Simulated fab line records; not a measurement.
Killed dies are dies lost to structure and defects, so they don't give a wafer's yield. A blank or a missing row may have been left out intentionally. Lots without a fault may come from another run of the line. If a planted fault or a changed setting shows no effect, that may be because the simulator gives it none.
Chamber matching	flow nand_harc	ald_hk-01 running NHARC_A_STAIRCASE_ALD_420: 4 sister chambers
The step deposits SiO2, target thk 20 nm, pulse time 6 s, ald cycles 200. 4 wafers are shown with their chamber, then 8 later ones without.

== WAFERS PAIRED WITH THEIR CHAMBERS ==
wafer	chamber	heater_power_w (W)
L082.3	1	468
L083.3	0	398
L083.6	2	514
L085.1	3	438

== WAFERS WITH NO CHAMBER GIVEN ==
wafer	heater_power_w (W)
L085.4	519
L085.6	476
L089.1	442
L089.5	521
L089.6	460
L087.1	402
L087.3	524
L087.4	439

== THE CHAMBER EACH PASSED THROUGH ==
wafer	from the rows above	in truth
L085.4	2	2
L085.6	1	1
L089.1	3	3
L089.5	2	2
L089.6	1	1
L087.1	0	0
L087.3	2	2
L087.4	3	3
Placed correctly: 8 of 8. Not placeable from these rows: 0. Number placed wrongly: 0.
How it was worked out, from the rows above alone: a wafer's distance from a chamber is the root of the sum, over the readings, of the square of ((its reading less the chamber's mean) divided by the reading's scatter). If the next closest chamber is less than 2 further off than the closest, the wafer can't be placed; otherwise it belongs to the closest. The mean given for a chamber averages the wafers shown for that chamber. The scatter: with one shown wafer a chamber, the root of the mean of the squares of how far each hidden wafer lies from its nearest shown one.
